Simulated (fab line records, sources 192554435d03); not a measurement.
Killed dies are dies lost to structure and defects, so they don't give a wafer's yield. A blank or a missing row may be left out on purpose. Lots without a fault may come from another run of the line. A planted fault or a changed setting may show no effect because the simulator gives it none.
A struck lot beside a sound one | flow n5_finfet | 17 steps out of a route of 1938
Sound: wafers L415.1, L415.4, L415.6. Struck: wafers L425.1, L425.3, L425.5. The cause comes at the end.
At each step with rows: each side's tool, then ch and its chambers, then its first start. Under that, the readings that differ: sound wafers | struck wafers | difference of the means | sigmas: that difference in standard deviations of wafers without a fault.
alike: readings whose means differ by less than 2 such deviations, and words and numbers that are the same on both sides. not compared: withheld readings, readings that some wafer has no value for, bounds like >300 that may hide the same value, and numbers for which the record gives no deviation and whose values overlap.
The two part at a step that has a row with sigmas, a row that says differs or no value, or rows on one side only. Numbers that don't overlap but have no deviation are shown without sigmas and don't part them. A reading that every wafer of one side lacks parts them only if that side has two wafers or more.

first, 1 step without rows for these wafers: N5_STI_FIN_REVEAL_SRD_21 (time 30 s).
N5_STI_FIN_REVEAL_OXIDATION_33: chemistry O2 PLASMA REMOTE, time 20 s.
  sound on plasma_asher-02 ch 0,1, day 3 07:26; struck on plasma_asher-02 ch 1, day 5 19:07
  alike: drypump_motor_current_A, heater_power_w, temp_c
  not compared: rf_hours_counter_h
then, 2 steps without rows for these wafers: N5_STI_FIN_REVEAL_CLEAN_19 (cleans in O3/DIW, time 120 s); N5_STI_FIN_REVEAL_SRD_23 (time 30 s).
N5_STI_FIN_REVEAL_CD_MEAS_22: target cd 6.238 nm, pitch 28 nm.
  sound on cd_sem-03, day 3 07:36; struck on cd_sem-02, day 5 19:17
  alike: cd_nm
N5_STI_FIN_REVEAL_FIN_H_MEAS_10:
  sound on ocd-02, day 3 07:38; struck on ocd-01, day 5 19:19
  alike: trench_depth_nm
then, 2 steps without rows for these wafers: N5_STI_FIN_REVEAL_PRECLEAN_18 (cleans in SC2, time 45 s); N5_STI_FIN_REVEAL_SRD_28 (time 30 s).
N5_STI_FIN_REVEAL_INSPECT_13: inspects for defects (darkfield).
  sound on defect_inspect-02, day 3 07:43; struck on defect_inspect-01, day 5 19:25
  alike: raw_defect_count
then, 2 steps without rows for these wafers: N5_DUMMY_GATE_PRECLEAN_00 (cleans in O3/DIW, time 60 s); N5_DUMMY_GATE_SRD_01 (time 30 s).
N5_DUMMY_GATE_ALD_02: deposits SiO2, target thk 2 nm, pulse time 1 s.
  sound on ald_sin-04 ch 0,2,3, day 3 07:55; struck on ald_sin-01 ch 2,3, day 5 20:13
  alike: heater_power_w, precursor_pulse_height_rel, susceptor_temp_C
N5_DUMMY_GATE_CVD_03: deposits a-Si from SiH4, target thk 150 nm, time 8042 s.
  sound on lpcvd-01 ch 1/40,1/54,1/64, day 3 08:01; struck on lpcvd-02 ch 1/15,1/25,1/34, day 5 20:19
  reading                                     | sound                | struck               | difference | sigmas
  spike_tc_bottom_C (C)                       | 550.0 550.0 550.0    | 543.3 543.3 543.3    | -6.7       | -2
  spike_tc_centre_C (C)                       | 530.6 530.6 530.6    | 514.7 514.7 514.7    | -15.9      | -27
  spike_tc_lower_C (C)                        | 531.5 531.5 531.5    | 515.2 515.2 515.2    | -16.3      | -18
  spike_tc_top_C (C)                          | 550.8 550.8 550.8    | 541.8 541.8 541.8    | -9.0       | -3
  spike_tc_upper_C (C)                        | 529.3 529.3 529.3    | 514.1 514.1 514.1    | -15.2      | -15
  susceptor_temp_C (C)                        | 530.04 530.04 530.04 | 514.32 514.32 514.32 | -15.72     | -79
  model.a-Si_of_DUMMY_GATE_CVD_03.thk_nm (nm) | 151 152 150          | 95 97 95.8           | -55        |
then, 2 steps without rows for these wafers: N5_DUMMY_GATE_PRECLEAN_46 (cleans in DIW, time 89.5 s); N5_DUMMY_GATE_SRD_47 (dry time 32 s).
N5_DUMMY_GATE_CMP_04: polishes a-Si.
  sound on cmp-01 ch 0,2,3, day 3 11:48; struck on cmp-02 ch 2,3, day 6 00:04
  reading                | sound          | struck      | difference | sigmas
  time_to_endpoint_s (s) | 14.4 12.9 13.0 | 5.3 4.0 2.4 | -9.5       | -5
  alike: motor_current_A
N5_BEOL_M4_RC_MEAS_101:
  the record has rows for the sound wafers here (prober-01 ch 0, day 8 17:53) and none for the struck ones

WHERE THEY PART
First at N5_DUMMY_GATE_CVD_03; last, within this record, at N5_BEOL_M4_RC_MEAS_101.

WHY: what the simulator had put in
Process parameter drift: lpcvd-02, from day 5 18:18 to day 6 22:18, at N5_DUMMY_GATE_CVD_03. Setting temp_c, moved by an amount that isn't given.
